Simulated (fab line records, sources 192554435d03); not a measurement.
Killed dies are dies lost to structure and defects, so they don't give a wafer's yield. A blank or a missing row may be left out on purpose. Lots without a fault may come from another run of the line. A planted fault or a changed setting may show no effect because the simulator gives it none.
Which tool did it? | flow n5_finfet | 12 lots, 36 wafers sampled, at 3 steps of a route of 1938

WHAT THE GAUGES READ, wafer by wafer
N5_PASSIVATION_OVL_MEAS_63. Usual: PAD_OVL 1 nm, standard deviation 5.7.
lot  | measured     | on         | PAD_OVL (nm) | flag
L853 | day 11 18:10 | overlay-01 | 3 5 11       |
L854 | day 11 20:43 | overlay-01 | 8 11 7       |
L855 | day 11 22:46 | overlay-02 | 7 11 12      |
L857 | day 13 01:26 | overlay-01 | -1 1 9       |
L858 | day 13 08:01 | overlay-01 | -3 -6 -7     |
L861 | day 14 07:26 | overlay-01 | 3 0 -5       |
L866 | day 15 04:09 | overlay-01 | -2 2 4       |
L867 | day 15 16:04 | overlay-02 | -7 -5 -6     |
L869 | day 16 08:37 | overlay-02 | 2 8 12       |
L873 | day 17 07:27 | overlay-01 | 12 10 9      |
L874 | day 17 15:05 | overlay-02 | 3 0 2        |
L875 | day 17 13:05 | overlay-02 | 0 -5 -11     |

WHICH TOOL RAN EACH LOT (tool, then ch and the chambers of the sampled wafers, then the start)
lot  | N5_SDB_STRIP_22                     | N5_PASSIVATION_PASS_ETCH_74
L853 | plasma_asher-02 ch 0, day 3 22:17   | rie_diel-01 ch 0,2, day 11 16:56
L854 | plasma_asher-01 ch 0,1, day 3 22:43 | rie_diel-01 ch 2,3, day 11 17:47
L855 | plasma_asher-02 ch 0,1, day 4 06:24 | rie_diel-01 ch 1,3, day 11 21:21
L857 | plasma_asher-01 ch 0,1, day 4 23:17 | rie_diel-01 ch 0,1,2, day 12 23:22
L858 | plasma_asher-01 ch 0,1, day 5 03:08 | rie_diel-03 ch 0,1,2, day 13 06:19
L861 | plasma_asher-02 ch 0,1, day 5 17:25 | rie_diel-05 ch 0,1,3, day 14 06:15
L866 | plasma_asher-02 ch 0,1, day 7 02:22 | rie_diel-05 ch 0,2, day 15 02:58
L867 | plasma_asher-02 ch 0,1, day 7 05:01 | rie_diel-05 ch 0,1,3, day 15 14:07
L869 | plasma_asher-01 ch 0,1, day 7 18:56 | rie_diel-05 ch 2,3, day 16 06:43
L873 | plasma_asher-01 ch 0,1, day 9 00:51 | rie_diel-05 ch 1,2,3, day 17 04:29
L874 | plasma_asher-01 ch 0,1, day 9 05:01 | rie_diel-03 ch 0,2,3, day 17 13:54
L875 | plasma_asher-01 ch 0,1, day 9 10:16 | rie_diel-01 ch 0,3, day 17 11:05
- N5_SDB_STRIP_22: strips in N2/H2.
- N5_PASSIVATION_PASS_ETCH_74: etches SiNx in CF4/O2, target depth 220 nm, time 110 s.

WHAT THE TOOLS THEMSELVES READ (means of the sampled wafers that have a number; where no wafer has one, the mark that the record gives instead)
N5_SDB_STRIP_22. Usual: drypump_motor_current_A 6.2 A, standard deviation 0.4; heater_power_w 337 W, standard deviation 21; oes_product_au 0.715 a.u., standard deviation 0.0043; strip_time_to_endpoint_s 96.4 s, standard deviation 0.33.
lot  | tool            | drypump_motor_current_A (A) | heater_power_w (W) | oes_product_au (a.u.) | strip_time_to_endpoint_s (s) | flag
L853 | plasma_asher-02 | 6.4                         | 324                | 0.718                 | 96.3                         |
L854 | plasma_asher-01 | 5.9                         | 360                | 0.712                 | 96.1                         |
L855 | plasma_asher-02 | 6.4                         | 322                | 0.716                 | 96.7                         |
L857 | plasma_asher-01 | 5.9                         | 353                | 0.715                 | 96.1                         |
L858 | plasma_asher-01 | 6.2                         | 346                | 0.717                 | 96.5                         |
L861 | plasma_asher-02 | 6.5                         | 317                | 0.716                 | 96.4                         |
L866 | plasma_asher-02 | 6.4                         | 322                | 0.719                 | 96.1                         |
L867 | plasma_asher-02 | 6.4                         | 321                | 0.715                 | 96.6                         |
L869 | plasma_asher-01 | 5.9                         | 361                | 0.715                 | 96.5                         |
L873 | plasma_asher-01 | 5.9                         | 364                | 0.716                 | 96.6                         |
L874 | plasma_asher-01 | 5.9                         | 358                | 0.714                 | 96.1                         |
L875 | plasma_asher-01 | 6.2                         | 343                | 0.715                 | 96.4                         |

N5_PASSIVATION_PASS_ETCH_74. Usual: drypump_motor_current_A 5.7 A, standard deviation 0.41; oes_product_au 0.80 a.u., standard deviation 0.079; rf_vpp_V 239.7 V, standard deviation 2.7; showerhead_plenum_p_Torr 2.20 Torr, standard deviation 0.042; throttle_valve_pct 15.95 %, standard deviation 0.28.
lot  | tool        | drypump_motor_current_A (A) | oes_product_au (a.u.) | rf_vpp_V (V) | showerhead_plenum_p_Torr (Torr) | throttle_valve_pct (%) | flag
L853 | rie_diel-01 | 5.7                         | 0.79                  | 241.6        | 2.17                            | 15.83                  |
L854 | rie_diel-01 | 5.5                         | 0.86                  | 241.9        | 2.18                            | 15.72                  |
L855 | rie_diel-01 | 5.4                         | 0.90                  | 241.7        | 2.24                            | 15.76                  |
L857 | rie_diel-01 | 5.7                         | 0.78                  | 242.2        | 2.19                            | 15.93                  |
L858 | rie_diel-03 | 5.9                         | 0.73                  | 240.4        | 2.20                            | 15.96                  |
L861 | rie_diel-05 | 5.8                         | 0.82                  | 237.9        | 2.19                            | 16.26                  |
L866 | rie_diel-05 | 5.5                         | 0.92                  | 237.0        | 2.19                            | 15.77                  |
L867 | rie_diel-05 | 5.8                         | 0.80                  | 238.6        | 2.19                            | 16.27                  |
L869 | rie_diel-05 | 5.1                         | 0.80                  | 236.8        | 2.22                            | 15.85                  |
L873 | rie_diel-05 | 5.5                         | 0.76                  | 238.1        | 2.21                            | 16.15                  |
L874 | rie_diel-03 | 6.0                         | 0.74                  | 239.4        | 2.17                            | 15.96                  |
L875 | rie_diel-01 | 5.4                         | 0.76                  | 239.8        | 2.20                            | 15.97                  |

THE ANSWER, worked out from the rows above alone
Rule: a lot is off if the mean of its wafers that have a number lies more than 3 standard deviations from the usual mean. A lot without any number at a reading at which 4 lots or more have one is off too. The other lots that the step has rows for count as sound. The gauges are gone through in route order, then the tools' own readings, and for those a lot's mean is taken as printed above. The first step at which some lot is off is used, and at that step the reading that is off furthest; a lot without a number counts as furthest.
No lot is off at any reading shown: from this, nothing can be told.

WHAT THE SIMULATOR HAD PUT IN
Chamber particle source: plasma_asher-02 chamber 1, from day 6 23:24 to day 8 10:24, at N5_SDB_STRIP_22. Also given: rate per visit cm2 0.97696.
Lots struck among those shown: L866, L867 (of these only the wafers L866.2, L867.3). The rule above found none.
